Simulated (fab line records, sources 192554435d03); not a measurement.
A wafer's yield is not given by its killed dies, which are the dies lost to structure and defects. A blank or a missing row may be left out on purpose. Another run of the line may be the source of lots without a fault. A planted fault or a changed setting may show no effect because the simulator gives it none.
Matching of chambers    flow n5 finfet    4 sister chambers for N5_BEOL_M0_ETCH_128 on rie diel-05
The step etches SiCN in CF4/N2, target depth 12 nm, overetch 5.1 nm, time 21.4 s. 14 wafers are shown with their chamber, then 7 later ones without.

## WAFERS PAIRED WITH THEIR CHAMBERS
wafer   chamber  showerhead plenum p Torr (Torr)  rf vpp V (V)  oes product au (a.u.)
L074.1  1        2.10                             379.9         0.46
L074.3  3        2.20                             383.7         0.51
L074.6  0        2.04                             378.2         0.53
L076.2  2        2.10                             378.9         0.48
L076.3  3        2.20                             382.2         0.50
L076.6  3        2.20                             381.1         0.52
L080.2  2        2.09                             377.7         0.48
L080.3  0        2.04                             377.7         0.53
L080.4  1        2.37                             386.7         0.69
L089.2  3        2.19                             381.7         0.49
L089.4  3        2.19                             381.3         0.50
L089.6  1        2.36                             385.7         0.65
L093.1  0        2.03                             378.0         0.51
L093.3  1        2.36                             385.1         0.63

SIGNATURES, as means of the wafers listed above
reading                   chamber 0  chamber 1  chamber 2  chamber 3  scatter within a chamber
showerhead plenum p Torr  2.0367     2.2975     2.0950     2.1960     0.0723
rf vpp V                  377.967    384.350    378.300    382.000    1.81
oes product au            0.5233     0.6075     0.4800     0.5040     0.0563
Rule: for each reading, subtract the chamber's mean from the wafer's reading, divide by that reading's scatter and square the result; add these up over the readings and take the root, which gives the wafer's distance from the chamber. The wafer belongs to the nearest chamber; if the next one is less than 2 further off, it can't be placed. The scatter is the square root of a quotient: the sum, over the shown wafers, of each reading's squared deviation from its chamber's mean, divided by wafers minus chambers.

## WAFERS MISSING THEIR CHAMBER
wafer   showerhead plenum p Torr (Torr)  rf vpp V (V)  oes product au (a.u.)
L093.4  2.18                             382.2         0.50
L094.1  2.36                             385.3         0.60
L094.3  2.35                             386.4         0.64
L094.6  2.18                             380.4         0.49
L097.1  2.02                             378.2         0.50
L097.4  2.36                             387.0         0.62
L097.6  2.35                             386.4         0.65

## WHICH CHAMBER EACH ONE RAN IN
wafer    from the rows above            in truth
L093.4   3                              3
L094.1   1                              1
L094.3   1                              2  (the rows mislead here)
L094.6   can't be placed: 3 or 2 or 0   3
L097.1   can't be placed: 0 or 2        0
L097.4   1                              1
L097.6   1                              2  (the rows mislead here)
Correctly placed: 3 of 7. Not placeable from these rows: 2 (in 2, the candidates include the true chamber). Wrongly placed: 2.
